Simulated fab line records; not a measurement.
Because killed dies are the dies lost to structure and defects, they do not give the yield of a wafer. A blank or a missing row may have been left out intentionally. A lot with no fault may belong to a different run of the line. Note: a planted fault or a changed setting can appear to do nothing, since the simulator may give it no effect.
What tool caused it? / flow n5 finfet / 72 wafers from 24 lots sampled at 4 of the route's 1938 steps

WHAT THE GAUGES READ, wafer by wafer
N5_BEOL_M4_INSPECT_13: inspects for defects (brightfield). Usual: raw defect count at 400, with a standard deviation of 96.
lot=L074; measured=day 7 13:40; on=defect inspect-01; raw defect count=409 257 313; flag=
lot=L075; measured=day 7 19:48; on=defect inspect-01; raw defect count=495 639 702; flag=
lot=L076; measured=day 7 20:56; on=defect inspect-02; raw defect count=417 231 291; flag=
lot=L077; measured=day 8 04:55; on=defect inspect-01; raw defect count=473 323 449; flag=
lot=L078; measured=day 8 06:36; on=defect inspect-01; raw defect count=445 424 428; flag=
lot=L079; measured=day 9 03:34; on=defect inspect-02; raw defect count=364 269 338; flag=
lot=L080; measured=day 9 06:07; on=defect inspect-02; raw defect count=307 370 300; flag=
lot=L081; measured=day 9 18:19; on=defect inspect-01; raw defect count=434 529 374; flag=
lot=L082; measured=day 9 22:34; on=defect inspect-02; raw defect count=292 349 283; flag=
lot=L083; measured=day 9 23:25; on=defect inspect-02; raw defect count=304 309 312; flag=
lot=L084; measured=day 10 07:55; on=defect inspect-02; raw defect count=275 343 365; flag=
lot=L085; measured=day 10 08:50; on=defect inspect-01; raw defect count=314 445 344; flag=
lot=L087; measured=day 10 11:23; on=defect inspect-01; raw defect count=570 374 454; flag=
lot=L086; measured=day 10 15:05; on=defect inspect-02; raw defect count=334 411 254; flag=
lot=L088; measured=day 11 00:39; on=defect inspect-01; raw defect count=530 438 383; flag=
lot=L089; measured=day 11 20:34; on=defect inspect-02; raw defect count=417 473 311; flag=
lot=L090; measured=day 12 07:07; on=defect inspect-02; raw defect count=268 343 323; flag=
lot=L091; measured=day 12 07:53; on=defect inspect-01; raw defect count=404 324 428; flag=
lot=L093; measured=day 12 10:43; on=defect inspect-01; raw defect count=446 498 436; flag=
lot=L092; measured=day 12 15:24; on=defect inspect-01; raw defect count=520 558 501; flag=
lot=L095; measured=day 13 01:56; on=defect inspect-01; raw defect count=424 477 425; flag=
lot=L094; measured=day 13 04:26; on=defect inspect-01; raw defect count=544 416 456; flag=
lot=L097; measured=day 13 04:50; on=defect inspect-01; raw defect count=470 396 357; flag=
lot=L096; measured=day 13 07:17; on=defect inspect-01; raw defect count=365 483 399; flag=

TOOL THAT RAN EACH LOT (tool first, then ch and the chambers of the sampled wafers, then the start)
lot=L074; N5_BEOL_M3_ANNEAL_80=pvd sputter-02, day 7 09:26; N5_BEOL_M3_SPUTTER_86=pvd sputter-02, day 7 09:48; N5_BEOL_M3_CMP_52=cmp-04 ch 1,2, day 7 11:25
lot=L075; N5_BEOL_M3_ANNEAL_80=pvd sputter-03, day 7 15:20; N5_BEOL_M3_SPUTTER_86=pvd sputter-03, day 7 15:42; N5_BEOL_M3_CMP_52=cmp-02 ch 2,3, day 7 17:18
lot=L076; N5_BEOL_M3_ANNEAL_80=pvd sputter-02, day 7 17:19; N5_BEOL_M3_SPUTTER_86=pvd sputter-02, day 7 17:41; N5_BEOL_M3_CMP_52=cmp-04 ch 0,2,3, day 7 19:19
lot=L077; N5_BEOL_M3_ANNEAL_80=pvd sputter-03, day 8 00:51; N5_BEOL_M3_SPUTTER_86=pvd sputter-03, day 8 01:13; N5_BEOL_M3_CMP_52=cmp-02 ch 0,1,2, day 8 02:53
lot=L078; N5_BEOL_M3_ANNEAL_80=pvd sputter-01, day 8 02:49; N5_BEOL_M3_SPUTTER_86=pvd sputter-01, day 8 03:10; N5_BEOL_M3_CMP_52=cmp-04 ch 1,2,3, day 8 05:01
lot=L079; N5_BEOL_M3_ANNEAL_80=pvd sputter-02, day 8 23:37; N5_BEOL_M3_SPUTTER_86=pvd sputter-02, day 8 23:58; N5_BEOL_M3_CMP_52=cmp-03 ch 0,2,3, day 9 02:04
lot=L080; N5_BEOL_M3_ANNEAL_80=pvd sputter-01, day 9 01:11; N5_BEOL_M3_SPUTTER_86=pvd sputter-01, day 9 01:33; N5_BEOL_M3_CMP_52=cmp-03 ch 0,2,3, day 9 03:08
lot=L081; N5_BEOL_M3_ANNEAL_80=pvd sputter-02, day 9 14:47; N5_BEOL_M3_SPUTTER_86=pvd sputter-02, day 9 15:09; N5_BEOL_M3_CMP_52=cmp-02 ch 0,1,2, day 9 16:44
lot=L082; N5_BEOL_M3_ANNEAL_80=pvd sputter-03, day 9 18:05; N5_BEOL_M3_SPUTTER_86=pvd sputter-03, day 9 18:26; N5_BEOL_M3_CMP_52=cmp-02 ch 1,2,3, day 9 20:04
lot=L083; N5_BEOL_M3_ANNEAL_80=pvd sputter-03, day 9 19:55; N5_BEOL_M3_SPUTTER_86=pvd sputter-03, day 9 20:17; N5_BEOL_M3_CMP_52=cmp-04 ch 0,3, day 9 22:01
lot=L084; N5_BEOL_M3_ANNEAL_80=pvd sputter-01, day 10 02:19; N5_BEOL_M3_SPUTTER_86=pvd sputter-01, day 10 02:40; N5_BEOL_M3_CMP_52=cmp-02 ch 0,2, day 10 04:18
lot=L085; N5_BEOL_M3_ANNEAL_80=pvd sputter-02, day 10 05:28; N5_BEOL_M3_SPUTTER_86=pvd sputter-02, day 10 05:50; N5_BEOL_M3_CMP_52=cmp-03 ch 0,3, day 10 07:28
lot=L087; N5_BEOL_M3_ANNEAL_80=pvd sputter-02, day 10 07:23; N5_BEOL_M3_SPUTTER_86=pvd sputter-02, day 10 07:45; N5_BEOL_M3_CMP_52=cmp-04 ch 0,1,3, day 10 09:49
lot=L086; N5_BEOL_M3_ANNEAL_80=pvd sputter-01, day 10 11:17; N5_BEOL_M3_SPUTTER_86=pvd sputter-01, day 10 11:39; N5_BEOL_M3_CMP_52=cmp-04 ch 0,3, day 10 13:17
lot=L088; N5_BEOL_M3_ANNEAL_80=pvd sputter-03, day 10 21:14; N5_BEOL_M3_SPUTTER_86=pvd sputter-03, day 10 21:36; N5_BEOL_M3_CMP_52=cmp-04 ch 0,1,2, day 10 23:11
lot=L089; N5_BEOL_M3_ANNEAL_80=pvd sputter-02, day 11 16:07; N5_BEOL_M3_SPUTTER_86=pvd sputter-02, day 11 16:29; N5_BEOL_M3_CMP_52=cmp-04 ch 0,1,3, day 11 18:05
lot=L090; N5_BEOL_M3_ANNEAL_80=pvd sputter-03, day 12 01:17; N5_BEOL_M3_SPUTTER_86=pvd sputter-03, day 12 01:38; N5_BEOL_M3_CMP_52=cmp-02 ch 1,2,3, day 12 03:22
lot=L091; N5_BEOL_M3_ANNEAL_80=pvd sputter-02, day 12 04:02; N5_BEOL_M3_SPUTTER_86=pvd sputter-02, day 12 04:24; N5_BEOL_M3_CMP_52=cmp-04 ch 0,1,2, day 12 06:03
lot=L093; N5_BEOL_M3_ANNEAL_80=pvd sputter-02, day 12 05:55; N5_BEOL_M3_SPUTTER_86=pvd sputter-02, day 12 06:17; N5_BEOL_M3_CMP_52=cmp-04 ch 1,2,3, day 12 07:59
lot=L092; N5_BEOL_M3_ANNEAL_80=pvd sputter-02, day 12 11:20; N5_BEOL_M3_SPUTTER_86=pvd sputter-02, day 12 11:42; N5_BEOL_M3_CMP_52=cmp-04 ch 0,1,2, day 12 13:22
lot=L095; N5_BEOL_M3_ANNEAL_80=pvd sputter-02, day 12 22:44; N5_BEOL_M3_SPUTTER_86=pvd sputter-02, day 12 23:05; N5_BEOL_M3_CMP_52=cmp-02 ch 1,2,3, day 13 00:45
lot=L094; N5_BEOL_M3_ANNEAL_80=pvd sputter-01, day 12 22:58; N5_BEOL_M3_SPUTTER_86=pvd sputter-01, day 12 23:19; N5_BEOL_M3_CMP_52=cmp-03 ch 0,2,3, day 13 01:01
lot=L097; N5_BEOL_M3_ANNEAL_80=pvd sputter-02, day 13 00:40; N5_BEOL_M3_SPUTTER_86=pvd sputter-02, day 13 01:02; N5_BEOL_M3_CMP_52=cmp-04 ch 0,1,3, day 13 02:38
lot=L096; N5_BEOL_M3_ANNEAL_80=pvd sputter-03, day 13 01:59; N5_BEOL_M3_SPUTTER_86=pvd sputter-03, day 13 02:20; N5_BEOL_M3_CMP_52=cmp-03 ch 1,2,3, day 13 03:58
- N5_BEOL_M3_ANNEAL_80: time 240 s.
- N5_BEOL_M3_SPUTTER_86: material Cu, target thk 4.5 nm, time 8.29 s.
- N5_BEOL_M3_CMP_52: polishes, stops on SiOC, t overpolish 6.8 s, target thk 40 nm.

WHAT THE TOOLS THEMSELVES READ (means of the sampled wafers that have a number; where no wafer has one, the mark that the record gives instead)
N5_BEOL_M3_ANNEAL_80. Usual: heater power w 854 W, standard deviation 68; susceptor temp C 400.03 C, standard deviation 0.21.
lot=L074; tool=pvd sputter-02; heater power w (W)=867; susceptor temp C (C)=400.08; flag=
lot=L075; tool=pvd sputter-03; heater power w (W)=852; susceptor temp C (C)=400.05; flag=
lot=L076; tool=pvd sputter-02; heater power w (W)=866; susceptor temp C (C)=399.83; flag=
lot=L077; tool=pvd sputter-03; heater power w (W)=781; susceptor temp C (C)=399.89; flag=
lot=L078; tool=pvd sputter-01; heater power w (W)=798; susceptor temp C (C)=400.04; flag=
lot=L079; tool=pvd sputter-02; heater power w (W)=841; susceptor temp C (C)=399.89; flag=
lot=L080; tool=pvd sputter-01; heater power w (W)=844; susceptor temp C (C)=400.05; flag=
lot=L081; tool=pvd sputter-02; heater power w (W)=852; susceptor temp C (C)=399.88; flag=
lot=L082; tool=pvd sputter-03; heater power w (W)=917; susceptor temp C (C)=400.01; flag=
lot=L083; tool=pvd sputter-03; heater power w (W)=933; susceptor temp C (C)=399.98; flag=
lot=L084; tool=pvd sputter-01; heater power w (W)=763; susceptor temp C (C)=399.85; flag=
lot=L085; tool=pvd sputter-02; heater power w (W)=857; susceptor temp C (C)=400.13; flag=
lot=L087; tool=pvd sputter-02; heater power w (W)=863; susceptor temp C (C)=400.16; flag=
lot=L086; tool=pvd sputter-01; heater power w (W)=787; susceptor temp C (C)=399.98; flag=
lot=L088; tool=pvd sputter-03; heater power w (W)=861; susceptor temp C (C)=400.23; flag=
lot=L089; tool=pvd sputter-02; heater power w (W)=860; susceptor temp C (C)=399.98; flag=
lot=L090; tool=pvd sputter-03; heater power w (W)=964; susceptor temp C (C)=399.94; flag=
lot=L091; tool=pvd sputter-02; heater power w (W)=867; susceptor temp C (C)=400.07; flag=
lot=L093; tool=pvd sputter-02; heater power w (W)=884; susceptor temp C (C)=400.38; flag=
lot=L092; tool=pvd sputter-02; heater power w (W)=858; susceptor temp C (C)=400.11; flag=
lot=L095; tool=pvd sputter-02; heater power w (W)=888; susceptor temp C (C)=400.12; flag=
lot=L094; tool=pvd sputter-01; heater power w (W)=777; susceptor temp C (C)=400.10; flag=
lot=L097; tool=pvd sputter-02; heater power w (W)=845; susceptor temp C (C)=399.96; flag=
lot=L096; tool=pvd sputter-03; heater power w (W)=865; susceptor temp C (C)=399.82; flag=

N5_BEOL_M3_SPUTTER_86. Usual: susceptor temp C -19.99 C, standard deviation 0.11; throttle valve pct 30.0 %, standard deviation 1.2.
lot=L074; tool=pvd sputter-02; susceptor temp C (C)=-20.03; throttle valve pct (%)=30.7; flag=
lot=L075; tool=pvd sputter-03; susceptor temp C (C)=-20.06; throttle valve pct (%)=29.3; flag=
lot=L076; tool=pvd sputter-02; susceptor temp C (C)=-19.92; throttle valve pct (%)=30.6; flag=
lot=L077; tool=pvd sputter-03; susceptor temp C (C)=-19.95; throttle valve pct (%)=30.0; flag=
lot=L078; tool=pvd sputter-01; susceptor temp C (C)=-19.90; throttle valve pct (%)=30.0; flag=
lot=L079; tool=pvd sputter-02; susceptor temp C (C)=-20.09; throttle valve pct (%)=29.5; flag=
lot=L080; tool=pvd sputter-01; susceptor temp C (C)=-19.94; throttle valve pct (%)=29.5; flag=
lot=L081; tool=pvd sputter-02; susceptor temp C (C)=-19.84; throttle valve pct (%)=30.5; flag=
lot=L082; tool=pvd sputter-03; susceptor temp C (C)=-20.02; throttle valve pct (%)=28.9; flag=
lot=L083; tool=pvd sputter-03; susceptor temp C (C)=-20.00; throttle valve pct (%)=28.8; flag=
lot=L084; tool=pvd sputter-01; susceptor temp C (C)=-20.02; throttle valve pct (%)=29.4; flag=
lot=L085; tool=pvd sputter-02; susceptor temp C (C)=-20.00; throttle valve pct (%)=30.5; flag=
lot=L087; tool=pvd sputter-02; susceptor temp C (C)=-19.92; throttle valve pct (%)=30.8; flag=
lot=L086; tool=pvd sputter-01; susceptor temp C (C)=-19.96; throttle valve pct (%)=30.4; flag=
lot=L088; tool=pvd sputter-03; susceptor temp C (C)=-19.96; throttle valve pct (%)=29.4; flag=
lot=L089; tool=pvd sputter-02; susceptor temp C (C)=-20.01; throttle valve pct (%)=30.4; flag=
lot=L090; tool=pvd sputter-03; susceptor temp C (C)=-20.06; throttle valve pct (%)=29.5; flag=
lot=L091; tool=pvd sputter-02; susceptor temp C (C)=-19.96; throttle valve pct (%)=30.8; flag=
lot=L093; tool=pvd sputter-02; susceptor temp C (C)=-19.95; throttle valve pct (%)=31.4; flag=
lot=L092; tool=pvd sputter-02; susceptor temp C (C)=-19.91; throttle valve pct (%)=30.5; flag=
lot=L095; tool=pvd sputter-02; susceptor temp C (C)=-19.93; throttle valve pct (%)=31.8; flag=
lot=L094; tool=pvd sputter-01; susceptor temp C (C)=-20.04; throttle valve pct (%)=29.9; flag=
lot=L097; tool=pvd sputter-02; susceptor temp C (C)=-20.02; throttle valve pct (%)=29.5; flag=
lot=L096; tool=pvd sputter-03; susceptor temp C (C)=-19.98; throttle valve pct (%)=29.3; flag=

N5_BEOL_M3_CMP_52. Usual: barrier field endpoint s 24.7 s, standard deviation 0.58; motor current A 6.2 A, standard deviation 0.74; overpolish run s 6.802 s, standard deviation 0.0091; time to endpoint s 62.7 s, standard deviation 2.7.
lot=L074; tool=cmp-04; barrier field endpoint s (s)=24.6; motor current A (A)=6.4; overpolish run s (s)=6.805; time to endpoint s (s)=64.6; flag=
lot=L075; tool=cmp-02; barrier field endpoint s (s)=24.6; motor current A (A)=5.0; overpolish run s (s)=6.804; time to endpoint s (s)=63.5; flag=
lot=L076; tool=cmp-04; barrier field endpoint s (s)=24.3; motor current A (A)=6.8; overpolish run s (s)=6.796; time to endpoint s (s)=62.3; flag=
lot=L077; tool=cmp-02; barrier field endpoint s (s)=24.8; motor current A (A)=5.7; overpolish run s (s)=6.806; time to endpoint s (s)=63.5; flag=
lot=L078; tool=cmp-04; barrier field endpoint s (s)=24.9; motor current A (A)=6.8; overpolish run s (s)=6.801; time to endpoint s (s)=61.5; flag=
lot=L079; tool=cmp-03; barrier field endpoint s (s)=25.1; motor current A (A)=6.5; overpolish run s (s)=6.802; time to endpoint s (s)=64.7; flag=
lot=L080; tool=cmp-03; barrier field endpoint s (s)=24.9; motor current A (A)=6.1; overpolish run s (s)=6.805; time to endpoint s (s)=62.6; flag=
lot=L081; tool=cmp-02; barrier field endpoint s (s)=24.5; motor current A (A)=5.8; overpolish run s (s)=6.797; time to endpoint s (s)=63.9; flag=
lot=L082; tool=cmp-02; barrier field endpoint s (s)=24.6; motor current A (A)=5.3; overpolish run s (s)=6.802; time to endpoint s (s)=64.5; flag=
lot=L083; tool=cmp-04; barrier field endpoint s (s)=24.2; motor current A (A)=7.1; overpolish run s (s)=6.797; time to endpoint s (s)=61.0; flag=
lot=L084; tool=cmp-02; barrier field endpoint s (s)=24.6; motor current A (A)=6.0; overpolish run s (s)=6.800; time to endpoint s (s)=65.3; flag=
lot=L085; tool=cmp-03; barrier field endpoint s (s)=24.4; motor current A (A)=5.9; overpolish run s (s)=6.800; time to endpoint s (s)=60.0; flag=
lot=L087; tool=cmp-04; barrier field endpoint s (s)=25.1; motor current A (A)=6.7; overpolish run s (s)=6.799; time to endpoint s (s)=61.0; flag=
lot=L086; tool=cmp-04; barrier field endpoint s (s)=25.2; motor current A (A)=7.1; overpolish run s (s)=6.807; time to endpoint s (s)=63.7; flag=
lot=L088; tool=cmp-04; barrier field endpoint s (s)=24.9; motor current A (A)=6.3; overpolish run s (s)=6.800; time to endpoint s (s)=62.7; flag=
lot=L089; tool=cmp-04; barrier field endpoint s (s)=25.1; motor current A (A)=6.8; overpolish run s (s)=6.806; time to endpoint s (s)=64.6; flag=
lot=L090; tool=cmp-02; barrier field endpoint s (s)=24.8; motor current A (A)=5.3; overpolish run s (s)=6.797; time to endpoint s (s)=60.9; flag=
lot=L091; tool=cmp-04; barrier field endpoint s (s)=24.5; motor current A (A)=6.3; overpolish run s (s)=6.795; time to endpoint s (s)=62.2; flag=
lot=L093; tool=cmp-04; barrier field endpoint s (s)=25.3; motor current A (A)=7.0; overpolish run s (s)=6.799; time to endpoint s (s)=59.9; flag=
lot=L092; tool=cmp-04; barrier field endpoint s (s)=24.6; motor current A (A)=6.3; overpolish run s (s)=6.805; time to endpoint s (s)=62.8; flag=
lot=L095; tool=cmp-02; barrier field endpoint s (s)=24.5; motor current A (A)=5.3; overpolish run s (s)=6.797; time to endpoint s (s)=61.3; flag=
lot=L094; tool=cmp-03; barrier field endpoint s (s)=25.5; motor current A (A)=6.3; overpolish run s (s)=6.803; time to endpoint s (s)=66.1; flag=
lot=L097; tool=cmp-04; barrier field endpoint s (s)=24.2; motor current A (A)=6.9; overpolish run s (s)=6.811; time to endpoint s (s)=61.2; flag=
lot=L096; tool=cmp-03; barrier field endpoint s (s)=25.1; motor current A (A)=6.4; overpolish run s (s)=6.791; time to endpoint s (s)=66.7; flag=

THE ANSWER, worked out from the rows above alone
Rule: a lot counts as off when the mean over its wafers that have a number is more than 3 standard deviations away from the usual mean. Also off: a lot with no number at a reading for which 4 or more lots have one. Any other lot the step has rows for is counted as sound. After the gauges, taken in route order, come the tools' own readings; for these a lot's mean is taken, as printed above. The first step at which some lot is off is used, and at that step the reading that is off furthest; a lot without a number counts as furthest.
No lot is off on any of the readings shown, so nothing can be concluded from this.

WHAT THE SIMULATOR PUT IN
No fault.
